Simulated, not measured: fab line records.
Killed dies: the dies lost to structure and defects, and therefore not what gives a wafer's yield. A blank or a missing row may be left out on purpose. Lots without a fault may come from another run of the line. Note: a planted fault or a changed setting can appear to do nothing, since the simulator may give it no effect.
fab line records	flow n5Finfet	part 1 of 2: steps 1 to 4 of 6
record lots=22	wafers=66	lastDay=18
route steps=1938 shown FIN_SAQP@124 FIN_CUT@168 DUMMY_GATE@232
lots that met no fault: taken from a fault-free run of the same line
startH: the number of hours between the record's first day and the start of the first shown wafer of the lot	waitH: hours since the lot's step before	" same as the row above	L1.1+2: a single row standing in for several wafers	- either no value or no given start	* or withheld: withheld	< > ~ a bound
route shown NAME@n: a module of which the file shows steps, and the number in the route of the first	usual: the fault-free wafers' mean and standard deviation	same: alike in all rows	chamber/n: place in a boat	sites: readings site by site	_std_site: standard deviation across them	_edge_site: the outer-site mean with the inner-site mean subtracted	radiusMm: how far each site lies from the wafer's centre	mask NAME#n: copy n	behind: tool/chamber where the wafer was last shaped	hold: the reason the lot was held/the length of the hold in hours/how it ended	device: names the non-switching transistor (n, p or np)	end of line: at the end of the route, the tests of the same wafers	for a step that has no rows: nothing shown but its recipe	killed: dies lost to structure and defects at the first sort, not the wafer's yield	map: a wafer's dies, marking killed ones x, the rest . and places with no die _
set.NAME: the run value of the setting; set.NAME@STEP: its run value at that earlier step	model.NAME: the simulator's own value behind a step, which no gauge read
route steps across a sampled set of lots; one table per step, one row per wafer
services: from which hour (startH, from the record's first day; less than 0 if before it) a tool's chamber was out of use, for how many hours, and why
## steps
# step N5_FIN_SAQP_RECESS_75
# recipe chemistry=HF/NH3	target=SiO2	targetDepthA=144	afsCycles=3	tempC=30	sublimationTempC=180	sublimationTimeS=60
# usual drypumpMotorCurrentA=5.9/0.48	forelinePTorr=0.1280/0.00034
lot.wafer	tool	chamber	startH	waitH	drypumpMotorCurrentA	forelinePTorr
L074.1	vaporEtch-01	0	23.01	0.0	6.2	0.1280
L074.3	"	0	"	"	6.1	0.1291
L074.5	"	1	"	"	5.7	0.1277
L075.3	vaporEtch-01	1	28.54	0.1	5.7	0.1278
L075.4	"	0	"	"	6.2	0.1274
L075.6	"	1	"	"	5.7	0.1277
L076.1	vaporEtch-01	1	34.36	0.0	5.7	0.1281
L076.3	"	1	"	"	5.7	0.1282
L076.6	"	0	"	"	6.2	0.1287
L077.1	vaporEtch-01	0	41.96	0.0	6.2	0.1279
L077.3	"	0	"	"	6.2	0.1284
L077.5	"	1	"	"	5.7	0.1278
L078.2	vaporEtch-02	0	47.95	0.0	6.8	0.1279
L078.4	"	0	"	"	6.8	0.1279
L078.5	"	1	"	"	4.7	0.1280
L079.3	vaporEtch-01	1	52.43	0.1	5.7	0.1280
L079.4	"	0	"	"	6.2	0.1279
L079.6	"	1	"	"	5.7	0.1279
L080.1	vaporEtch-01	0	59.19	0.0	6.2	0.1279
L080.2	"	1	"	"	5.8	0.1281
L080.6	"	0	"	"	6.2	0.1278
L081.2	vaporEtch-01	0	71.76	0.2	6.1	0.1279
L081.4	"	1	"	"	5.7	0.1280
L081.5	"	1	"	"	5.7	0.1281
L083.2	vaporEtch-02	1	76.79	0.0	4.7	0.1278
L083.4	"	0	"	"	6.8	0.1278
L083.5	"	1	"	"	4.7	0.1282
L084.1	vaporEtch-01	1	82.68	0.0	5.7	0.1278
L084.3	"	1	"	"	5.8	0.1279
L084.4	"	0	"	"	6.2	0.1290
L085.3	vaporEtch-01	0	89.16	0.3	6.2	0.1285
L085.5	"	1	"	"	5.7	0.1279
L085.6	"	0	"	"	6.2	0.1288
L086.1	vaporEtch-01	0	99.77	0.0	6.2	0.1275
L086.2	"	1	"	"	5.7	0.1280
L086.5	"	1	"	"	5.7	0.1281
L087.2	vaporEtch-01	0	105.42	0.2	6.2	0.1280
L087.4	"	0	"	"	6.2	0.1283
L087.6	"	0	"	"	6.2	0.1284
L088.2	vaporEtch-01	1	107.63	0.0	5.7	0.1282
L088.3	"	0	"	"	6.2	0.1279
L088.5	"	0	"	"	6.1	0.1276
L089.2	vaporEtch-01	0	114.34	0.0	6.1	0.1280
L089.4	"	0	"	"	6.2	0.1278
L089.6	"	0	"	"	6.1	0.1287
L090.1	vaporEtch-01	1	120.12	1.5	5.7	0.1284
L090.5	"	0	"	"	6.2	0.1277
L090.6	"	1	"	"	5.7	0.1280
L091.2	vaporEtch-01	0	124.56	0.0	6.2	0.1280
L091.4	"	0	"	"	6.2	0.1280
L091.6	"	0	"	"	6.2	0.1278
L092.2	vaporEtch-01	1	131.68	1.3	5.7	0.1279
L092.5	"	1	"	"	5.7	0.1281
L092.6	"	0	"	"	6.2	0.1277
L093.3	vaporEtch-02	1	137.86	0.1	4.7	0.1283
L093.4	"	0	"	"	6.8	0.1271
L093.5	"	1	"	"	4.8	0.1281
L095.1	vaporEtch-02	1	149.99	0.0	4.7	0.1282
L095.5	"	0	"	"	6.8	0.1282
L095.6	"	1	"	"	4.7	0.1283
L096.1	vaporEtch-01	1	156.32	0.0	5.7	0.1279
L096.2	"	0	"	"	6.2	0.1276
L096.3	"	0	"	"	6.2	0.1275
L097.1	vaporEtch-01	0	163.28	0.0	6.2	0.1281
L097.4	"	0	"	"	6.2	0.1276
L097.5	"	0	"	"	6.2	0.1277
# step N5_FIN_SAQP_ETCH_57
# recipe chemistry=CH3F/O2	target=SiNx	maskMaterial=SiO2	targetDepthA=325	timeS=46.4	pressureMtorr=30	sourceW=395	biasW=73	Ar_flow_sccm=150	CH3F_flow_sccm=30	O2_flow_sccm=20	ionEnergyEv=120	ends=cleared
# usual chamberPressureMTorr=30.000/0.027	drypumpMotorCurrentA=5.7/0.32	etchRfOnTimeS=45.3/1.4	oesProductAu=0.67/0.083	rfVppV=295/5.8	showerheadPlenumPTorr=2.00/0.072	throttleValvePct=16.45/0.28
lot.wafer	tool	chamber	startH	waitH	chamberPressureMTorr	drypumpMotorCurrentA	etchRfOnTimeS	oesProductAu	rfHoursCounterH	rfVppV	showerheadPlenumPTorr	throttleValvePct
L074.1	rieDiel-03	0	24.36	0.0	29.966	5.5	43.7	0.64	139	305	2.08	16.60
L074.3	"	3	"	"	30.025	5.6	44.4	0.81	8	291	2.06	16.17
L074.5	"	2	"	"	29.988	5.8	46.9	0.67	-	288	1.93	16.27
L075.3	rieDiel-01	2	29.87	0.0	29.995	6.2	47.8	0.61	215	286	2.09	16.68
L075.4	"	1	"	"	30.013	5.9	45.6	0.73	52	304	2.11	16.09
L075.6	"	1	"	"	30.030	5.9	45.9	0.74	-	303	2.11	16.09
L076.1	rieDiel-05	1	36.66	0.0	30.033	5.8	45.2	0.84	5	295	2.07	16.02
L076.3	"	2	"	"	30.008	5.9	46.2	0.59	234	299	1.97	16.90
L076.6	"	1	"	"	30.038	5.8	44.8	0.84	-	295	2.07	16.01
L077.1	rieDiel-05	1	43.31	0.0	29.993	5.8	43.8	0.83	6	296	2.07	16.03
L077.3	"	0	"	"	29.997	5.8	44.6	0.67	143	294	1.97	16.15
L077.5	"	3	"	"	30.025	5.3	45.7	0.58	-	296	1.96	16.89
L078.2	rieDiel-05	0	49.55	0.1	29.991	5.8	44.6	0.67	145	295	1.97	16.16
L078.4	"	3	"	"	30.022	5.3	46.2	0.59	231	298	1.96	16.89
L078.5	"	2	"	"	29.990	5.9	47.2	0.59	-	298	1.97	16.93
L079.3	rieDiel-01	0	53.66	0.0	29.974	6.2	44.1	0.73	74	295	2.04	16.42
L079.4	"	2	"	"	30.045	6.2	48.2	0.61	224	285	2.08	16.70
L079.6	"	1	"	"	30.025	5.9	47.5	0.72	-	303	2.11	16.09
L080.1	rieDiel-03	0	60.56	0.0	29.962	5.5	44.1	0.64	151	305	2.07	16.65
L080.2	"	3	"	"	30.008	5.6	44.2	0.78	21	291	2.06	16.20
L080.6	"	3	"	"	29.976	5.6	45.9	0.78	-	291	2.06	16.19
L081.2	rieDiel-03	3	74.69	0.2	30.013	5.6	42.2	0.79	25	292	2.06	16.20
L081.4	"	0	"	"	29.975	5.5	43.3	0.63	155	305	2.07	16.64
L081.5	"	2	"	"	29.981	5.7	43.8	0.66	-	290	1.93	16.28
L083.2	rieDiel-05	2	78.27	0.1	29.965	5.8	46.1	0.59	247	298	1.96	16.94
L083.4	"	1	"	"	29.999	5.8	46.9	0.80	18	296	2.06	16.04
L083.5	"	0	"	"	30.021	5.8	47.3	0.65	-	296	1.97	16.16
L084.1	rieDiel-05	2	84.03	0.0	29.970	5.8	45.1	0.58	248	299	1.96	16.94
L084.3	"	3	"	"	29.960	5.3	44.9	0.59	241	297	1.95	16.93
L084.4	"	0	"	"	30.043	5.8	46.4	0.65	156	295	1.97	16.19
L085.3	rieDiel-05	1	90.47	0.0	30.012	5.8	44.0	0.79	22	296	2.06	16.05
L085.5	"	0	"	"	29.981	5.8	46.0	0.65	-	295	1.97	16.18
L085.6	"	1	"	"	30.001	5.8	45.2	0.80	-	294	2.06	16.03
L086.1	rieDiel-03	3	104.48	0.1	30.013	5.6	42.3	0.78	34	293	2.05	16.20
L086.2	"	0	"	"	30.056	5.5	43.8	0.63	164	303	2.07	16.67
L086.5	"	2	"	"	30.006	5.7	45.5	0.66	-	288	1.93	16.29
L087.2	rieDiel-05	3	107.02	0.2	29.993	5.3	45.2	0.58	249	296	1.95	16.94
L087.4	"	1	"	"	30.035	5.9	43.9	0.80	27	296	2.06	16.06
L087.6	"	1	"	"	30.011	5.8	43.2	0.79	-	296	2.06	16.05
L088.2	rieDiel-01	0	109.10	0.2	29.968	6.2	44.7	0.71	92	297	2.03	16.45
L088.3	"	1	"	"	29.989	5.9	45.6	0.71	77	304	2.11	16.14
L088.5	"	3	"	"	30.015	5.1	47.2	0.57	-	288	1.88	16.52
L089.2	rieDiel-01	3	116.29	0.0	30.011	5.1	44.9	0.57	239	288	1.88	16.53
L089.4	"	1	"	"	30.012	5.9	46.1	0.71	79	302	2.10	16.16
L089.6	"	3	"	"	30.017	5.1	46.6	0.57	-	290	1.88	16.53
L090.1	rieDiel-01	3	121.59	0.0	30.017	5.1	46.8	0.57	239	287	1.88	16.52
L090.5	"	2	"	"	30.006	6.2	48.6	0.58	-	285	2.08	16.74
L090.6	"	1	"	"	30.002	6.0	46.6	0.70	-	304	2.10	16.14
L091.2	rieDiel-01	1	125.99	0.1	30.011	5.9	46.7	0.70	82	303	2.10	16.13
L091.4	"	0	"	"	30.013	6.2	46.0	0.71	97	296	2.03	16.46
L091.6	"	2	"	"	30.038	6.2	48.3	0.59	-	285	2.08	16.74
L092.2	rieDiel-05	2	133.05	0.0	30.042	5.9	44.7	0.82	12	299	1.96	16.49
L092.5	"	3	"	"	30.042	5.3	44.0	0.86	-	296	1.95	16.41
L092.6	"	2	"	"	29.946	5.9	44.4	0.82	-	298	1.96	16.51
L093.3	rieDiel-03	2	139.09	0.0	30.023	5.7	44.0	0.65	158	287	1.92	16.32
L093.4	"	1	"	"	29.942	5.4	44.3	0.62	197	300	1.91	16.61
L093.5	"	3	"	"	29.977	5.6	43.0	0.75	-	291	2.05	16.22
L095.1	rieDiel-01	3	151.59	0.2	29.986	5.1	45.8	0.56	253	289	1.88	16.54
L095.5	"	3	"	"	30.024	5.1	46.0	0.57	-	290	1.88	16.56
L095.6	"	0	"	"	30.020	6.2	44.5	0.69	-	295	2.03	16.48
L096.1	rieDiel-03	3	158.73	0.4	29.983	5.6	45.2	0.73	56	292	2.05	16.25
L096.2	"	0	"	"	29.963	5.5	45.3	0.61	187	304	2.06	16.71
L096.3	"	1	"	"	30.017	5.4	45.5	0.62	207	299	1.90	16.62
L097.1	rieDiel-03	3	164.94	0.1	30.009	5.6	44.9	0.73	59	291	2.04	16.23
L097.4	"	0	"	"	30.011	5.5	44.8	0.61	190	304	2.06	16.71
L097.5	"	1	"	"	29.947	5.4	46.1	0.61	-	300	1.90	16.62
# step N5_FIN_SAQP_RECESS_71
# recipe chemistry=HF/NH3	target=SiO2	targetDepthA=30	afsCycles=1	tempC=30	sublimationTempC=180	sublimationTimeS=60
# usual drypumpMotorCurrentA=5.9/0.68	forelinePTorr=0.1280/0.00039
lot.wafer	tool	chamber	startH	waitH	drypumpMotorCurrentA	forelinePTorr
L074.1	vaporEtch-02	1	25.19	0.0	4.7	0.1280
L074.3	"	1	"	"	4.7	0.1279
L074.5	"	1	"	"	4.7	0.1281
L075.3	vaporEtch-02	1	30.95	0.1	4.7	0.1279
L075.4	"	0	"	"	6.8	0.1280
L075.6	"	0	"	"	6.8	0.1279
L076.1	vaporEtch-01	1	37.49	0.0	5.7	0.1275
L076.3	"	1	"	"	5.8	0.1283
L076.6	"	0	"	"	6.1	0.1273
L077.1	vaporEtch-01	0	44.26	0.0	6.2	0.1281
L077.3	"	1	"	"	5.7	0.1279
L077.5	"	1	"	"	5.7	0.1282
L078.2	vaporEtch-02	0	50.38	0.0	6.8	0.1285
L078.4	"	1	"	"	4.7	0.1278
L078.5	"	0	"	"	6.8	0.1286
L079.3	vaporEtch-02	1	54.61	0.1	4.6	0.1283
L079.4	"	0	"	"	6.9	0.1280
L079.6	"	0	"	"	6.8	0.1274
L080.1	vaporEtch-01	1	61.44	0.0	5.7	0.1281
L080.2	"	0	"	"	6.2	0.1282
L080.6	"	1	"	"	5.7	0.1285
L081.2	vaporEtch-02	0	75.52	0.0	6.8	0.1279
L081.4	"	0	"	"	6.8	0.1275
L081.5	"	0	"	"	6.8	0.1286
L083.2	vaporEtch-01	1	79.10	0.0	5.7	0.1281
L083.4	"	0	"	"	6.2	0.1281
L083.5	"	0	"	"	6.1	0.1277
L084.1	vaporEtch-01	1	84.89	0.0	5.7	0.1277
L084.3	"	0	"	"	6.2	0.1271
L084.4	"	1	"	"	5.7	0.1281
L085.3	vaporEtch-01	0	91.35	0.1	6.2	0.1276
L085.5	"	1	"	"	5.7	0.1278
L085.6	"	0	"	"	6.2	0.1282
L086.1	vaporEtch-01	1	105.78	0.5	5.7	0.1277
L086.2	"	0	"	"	6.2	0.1283
L086.5	"	1	"	"	5.7	0.1281
L087.2	vaporEtch-01	1	107.99	0.2	5.7	0.1284
L087.4	"	0	"	"	6.2	0.1288
L087.6	"	0	"	"	6.1	0.1282
L088.2	vaporEtch-01	0	110.41	0.0	6.2	0.1274
L088.3	"	1	"	"	5.7	0.1280
L088.5	"	1	"	"	5.7	0.1281
L089.2	vaporEtch-01	0	120.00	1.5	6.1	0.1288
L089.4	"	1	"	"	5.7	0.1284
L089.6	"	0	"	"	6.2	0.1282
L090.1	vaporEtch-01	1	123.40	0.0	5.7	0.1281
L090.5	"	1	"	"	5.7	0.1278
L090.6	"	0	"	"	6.1	0.1287
L091.2	vaporEtch-01	1	126.94	0.2	5.7	0.1286
L091.4	"	1	"	"	5.7	0.1280
L091.6	"	0	"	"	6.2	0.1277
L092.2	vaporEtch-02	1	134.56	0.0	4.6	0.1275
L092.5	"	1	"	"	4.7	0.1279
L092.6	"	0	"	"	6.8	0.1273
L093.3	vaporEtch-01	1	140.00	0.1	5.7	0.1278
L093.4	"	0	"	"	6.1	0.1283
L093.5	"	0	"	"	6.2	0.1277
L095.1	vaporEtch-01	0	152.57	0.0	6.1	0.1293
L095.5	"	0	"	"	6.1	0.1284
L095.6	"	1	"	"	5.7	0.1277
L096.1	vaporEtch-02	0	159.65	0.0	6.8	0.1277
L096.2	"	1	"	"	4.7	0.1283
L096.3	"	0	"	"	6.8	0.1277
L097.1	vaporEtch-02	0	165.92	0.0	6.8	0.1275
L097.4	"	0	"	"	6.8	0.1277
L097.5	"	1	"	"	4.7	0.1278
# step N5_FIN_CUT_ETCH_20
# recipe chemistry=CF4	target=SiARC	targetDepthA=260	maskMaterial=CAR-EUV	timeS=43.3	ionEnergyEv=80	pressureMtorr=40	sourceW=545	biasW=36	Ar_flow_sccm=100	cf4FlowSccm=100	ends=cleared
# usual chamberPressureMTorr=40.00/0.032	drypumpMotorCurrentA=5.7/0.5	etchRfOnTimeS=43.8/1.2	oesProductAu=0.65/0.062	rfVppV=184.1/1.1	showerheadPlenumPTorr=2.15/0.058	throttleValvePct=15.72/0.3
lot.wafer	tool	chamber	startH	waitH	chamberPressureMTorr	drypumpMotorCurrentA	etchRfOnTimeS	oesProductAu	rfHoursCounterH	rfVppV	showerheadPlenumPTorr	throttleValvePct
L074.1	rieDiel-06	3	27.39	0.0	40.00	5.3	42.5	0.68	113	182.7	2.08	15.89
L074.3	"	1	"	"	40.02	5.1	46.9	0.58	213	183.5	2.04	15.77
L074.5	"	0	"	"	40.05	5.3	43.6	0.81	-	184.2	2.11	15.64
L075.3	rieDiel-04	3	33.09	0.0	39.96	5.3	43.7	0.63	164	185.2	2.23	15.51
L075.4	"	2	"	"	39.98	6.1	44.6	0.61	180	185.0	2.22	15.91
L075.6	"	3	"	"	40.01	5.3	43.9	0.64	-	185.1	2.23	15.51
L076.1	rieDiel-06	2	40.42	0.0	39.99	4.8	45.3	0.58	217	184.3	2.21	15.74
L076.3	"	3	"	"	39.99	5.3	42.2	0.68	118	181.5	2.08	15.87
L076.6	"	2	"	"	39.97	4.8	44.8	0.58	-	184.9	2.21	15.73
L077.1	rieDiel-04	1	46.46	0.0	39.98	6.5	43.5	0.71	70	183.9	2.16	15.26
L077.3	"	2	"	"	39.99	6.1	44.3	0.60	185	184.4	2.22	15.92
L077.5	"	0	"	"	39.96	5.6	44.1	0.61	-	183.9	2.13	16.07
L078.2	rieDiel-06	0	52.20	0.0	39.97	5.3	43.2	0.78	16	183.6	2.11	15.67
L078.4	"	3	"	"	40.04	5.3	41.9	0.68	122	182.2	2.08	15.89
L078.5	"	3	"	"	40.01	5.3	42.2	0.68	-	182.5	2.08	15.89
L079.3	rieDiel-04	2	56.54	0.0	39.99	6.1	44.3	0.61	188	185.1	2.22	15.97
L079.4	"	0	"	"	40.02	5.6	44.6	0.61	215	183.3	2.12	16.09
L079.6	"	0	"	"	40.04	5.6	44.7	0.61	-	184.6	2.13	16.10
L080.1	rieDiel-02	1	63.33	0.0	39.99	5.9	42.3	0.76	36	184.9	2.09	15.22
L080.2	"	0	"	"	40.01	6.0	43.2	0.66	142	184.2	2.14	15.91
L080.6	"	2	"	"	40.02	5.8	45.6	0.58	-	183.2	2.13	15.48
L081.2	rieDiel-04	1	77.53	0.0	39.95	6.5	43.2	0.70	80	184.1	2.15	15.28
L081.4	"	3	"	"	39.96	5.3	43.9	0.62	179	184.8	2.23	15.53
L081.5	"	1	"	"	39.98	6.5	43.6	0.69	-	183.3	2.16	15.28
L083.2	rieDiel-04	2	80.93	0.0	39.96	6.1	43.5	0.61	195	185.7	2.22	15.96
L083.4	"	1	"	"	40.00	6.5	43.1	0.70	80	185.2	2.16	15.29
L083.5	"	2	"	"	40.00	6.1	44.0	0.60	-	186.4	2.22	15.95
L084.1	rieDiel-02	0	86.65	0.0	40.00	5.9	42.2	0.67	148	183.8	2.14	15.92
L084.3	"	2	"	"	39.99	5.8	45.0	0.59	198	183.6	2.13	15.50
L084.4	"	3	"	"	40.00	5.0	41.5	0.70	108	182.7	2.09	16.06
L085.3	rieDiel-04	0	96.17	0.0	39.99	5.6	44.0	0.60	226	182.9	2.12	16.11
L085.5	"	3	"	"	39.94	5.3	44.1	0.62	-	184.8	2.23	15.55
L085.6	"	2	"	"	40.01	6.1	44.2	0.60	-	186.3	2.22	15.96
L086.1	rieDiel-04	2	108.48	0.0	39.99	6.1	44.4	0.60	201	184.2	2.22	15.97
L086.2	"	3	"	"	40.04	5.3	44.3	0.62	186	184.1	2.22	15.53
L086.5	"	2	"	"	39.94	6.1	44.3	0.59	-	183.5	2.22	15.96
L087.2	rieDiel-04	0	109.95	0.0	40.02	5.6	44.7	0.60	229	184.6	2.12	16.10
L087.4	"	1	"	"	39.95	6.5	44.0	0.68	-	185.0	2.15	15.30
L087.6	"	3	"	"	40.01	5.3	43.9	0.61	-	183.2	2.22	15.55
L088.2	rieDiel-04	1	112.50	0.0	39.97	6.5	43.7	0.69	88	183.8	2.15	15.29
L088.3	"	0	"	"	39.91	5.5	44.1	0.60	230	183.8	2.12	16.11
L088.5	"	1	"	"	40.01	6.5	43.9	0.69	-	184.6	2.15	15.29
L089.2	rieDiel-04	3	122.20	0.0	39.99	5.3	44.1	0.62	192	185.7	2.22	15.57
L089.4	"	2	"	"	39.98	6.1	44.4	0.59	206	185.2	2.21	15.98
L089.6	"	3	"	"	39.98	5.3	44.2	0.61	-	184.8	2.22	15.56
L090.1	rieDiel-02	3	125.29	0.0	39.99	5.0	41.7	0.68	117	182.1	2.09	16.08
L090.5	"	0	"	"	40.00	6.0	42.0	0.67	-	183.5	2.14	15.95
L090.6	"	1	"	"	40.06	5.9	41.3	0.75	-	183.1	2.09	15.24
L091.2	rieDiel-02	3	128.84	0.0	40.03	5.0	41.6	0.69	118	183.3	2.08	16.06
L091.4	"	0	"	"	40.05	6.0	42.3	0.66	159	184.9	2.14	15.97
L091.6	"	2	"	"	40.04	5.8	44.7	0.58	-	184.3	2.13	15.52
L092.2	rieDiel-04	2	136.40	0.0	39.96	6.1	44.6	0.59	210	185.6	2.21	15.99
L092.5	"	0	"	"	40.01	5.6	43.9	0.60	-	183.6	2.12	16.11
L092.6	"	3	"	"	40.01	5.3	43.6	0.62	-	184.6	2.22	15.56
L093.3	rieDiel-06	3	142.12	0.0	40.00	5.3	41.7	0.65	150	183.8	2.07	15.95
L093.4	"	0	"	"	40.00	5.4	43.6	0.74	-	184.1	2.10	15.71
L093.5	"	3	"	"	39.95	5.3	41.6	0.66	-	182.1	2.07	15.95
L095.1	rieDiel-06	0	155.02	0.0	40.02	5.3	43.8	0.74	50	183.0	2.10	15.74
L095.5	"	2	"	"	40.00	4.8	45.8	0.55	-	184.8	2.20	15.80
L095.6	"	0	"	"	39.96	5.3	43.9	0.72	-	184.0	2.10	15.73
L096.1	rieDiel-02	0	161.84	0.0	39.99	6.0	42.9	0.65	168	184.4	2.13	15.98
L096.2	"	2	"	"	39.93	5.7	45.4	0.57	220	184.3	2.13	15.53
L096.3	"	1	"	"	40.03	5.9	42.5	0.73	63	183.3	2.08	15.27
L097.1	rieDiel-06	1	168.15	0.0	40.00	5.1	44.5	0.80	3	186.2	2.28	15.33
L097.4	"	3	"	"	39.97	5.3	42.2	0.65	-	182.5	2.07	15.97
L097.5	"	1	"	"	40.01	5.1	44.5	0.81	-	186.4	2.28	15.33
